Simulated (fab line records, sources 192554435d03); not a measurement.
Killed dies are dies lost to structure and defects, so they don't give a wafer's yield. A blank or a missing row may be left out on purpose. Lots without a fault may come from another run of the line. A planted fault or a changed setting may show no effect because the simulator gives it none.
Problem report in the 8D (eight disciplines) form, filled by code | flow n5_finfet | the parts of the form that need people (team, actions taken, sign-off) are left out

1. THE PROBLEM
killed_at_M0_to_M3 at N5_PASSIVATION_PROBE_49 reads a mean of 109 on 6 wafers of 2 lots; wafers without a fault read 34 with a standard deviation of 10. That is +7.5 standard deviations from the usual mean.
First seen on wafer L842.1, day 15 03:49, on prober-01. The record holds 6 wafers of 2 lots with a number at this step. Rule for "out", or "out of limits": more than 4 standard deviations from the usual mean. The other wafers with a number count as sound.

2. WHAT IT IS AND WHAT IT IS NOT
question                    | is                     | is not
which readings at this step | killed_at_M0_to_M3     | killed_at_M4_up, killed_at_contacts, killed_at_front_end, killed_at_other, killed_short
which lots                  | L842, L847             | -
which wafers of those lots  | all that have a number | -
read on which tools         | prober-01              | -
when                        | from day 15 03:49      | up to then (0 sound wafers)

3. SUSPECTS, AND WHAT RULES EACH OUT
Counting: a tool at a process step up to the reading stays a suspect if it ran every lot that is out and no sound lot after the first of them.
- ald_sin-02 at N5_BEOL_M1_ALD_98 (deposits SiO2, target thk 2.5 nm, pulse time 1 s, co reactant pulse time 1 s): kept. It ran every lot that is out, first L842 (day 9 05:51), and no sound lot after that.
- rie_diel-06 at N5_MIM_TOP_ETCH_STRIP_01 (strips in O2): kept. It ran every lot that is out, first L842 (day 14 17:03), and no sound lot after that.
- prober-01 at N5_PASSIVATION_PROBE_49: kept. It ran every lot that is out, first L842 (day 15 03:49), and no sound lot after that. Its own readings are out on those wafers: killed_at_M0_to_M3.
Left after counting: ald_sin-02 at N5_BEOL_M1_ALD_98, rie_diel-06 at N5_MIM_TOP_ETCH_STRIP_01, prober-01 at N5_PASSIVATION_PROBE_49.

4. THE CAUSE (what the simulator had put in)
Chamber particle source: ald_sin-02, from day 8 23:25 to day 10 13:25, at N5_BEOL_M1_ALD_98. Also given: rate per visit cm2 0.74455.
Counting left 3 suspects, and this tool is among them.

5. THE CHAIN OF EFFECTS, in route order
Each row: a reading whose mean over the struck wafers that have a number lies more than 3 standard deviations from the usual. Only readings for which the record gives a usual standard deviation are gone through. hours: the time from each lot's start at the first step in this table that gives one to its start at this step, as a median over the lots. sigmas: the change in usual standard deviations.
hours | step                    | reading              | usual  | on struck wafers | change | sigmas
0     | N5_PASSIVATION_PROBE_49 | defect_limited_yield | 91.7 % | 86.2             | -5.5   | -3.3
0     | N5_PASSIVATION_PROBE_49 | killed_at_M0_to_M3   | 34     | 109              | +75    | +7.5
0     | N5_PASSIVATION_PROBE_49 | killed_dies          | 98     | 163              | +65    | +3.3
0     | N5_PASSIVATION_PROBE_49 | sort_bin_5_function  | 4.8 %  | 8.8              | +4.0   | +3.6
0     | N5_PASSIVATION_PROBE_49 | sort_n_pass          | 1082   | 1017             | -65    | -3.3
0     | N5_PASSIVATION_PROBE_49 | sort_yield_pct       | 91.7 % | 86.2             | -5.5   | -3.3
The process steps in it:
- N5_PASSIVATION_PROBE_49

6. WHAT WOULD HAVE CAUGHT IT SOONER
In this record the first reading out of limits was taken at day 15 03:49, 148 hours after the fault began at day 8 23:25.
Of the tool readings at N5_BEOL_M1_ALD_98 for which the record gives a usual standard deviation, none was out on any struck wafer, so an alarm limit of 4 standard deviations on them would not have fired.
All the lots that are out (2) had begun N5_BEOL_M1_ALD_98 on ald_sin-02 by day 15 03:49. A hold on the tool at that time would have spared none of them.
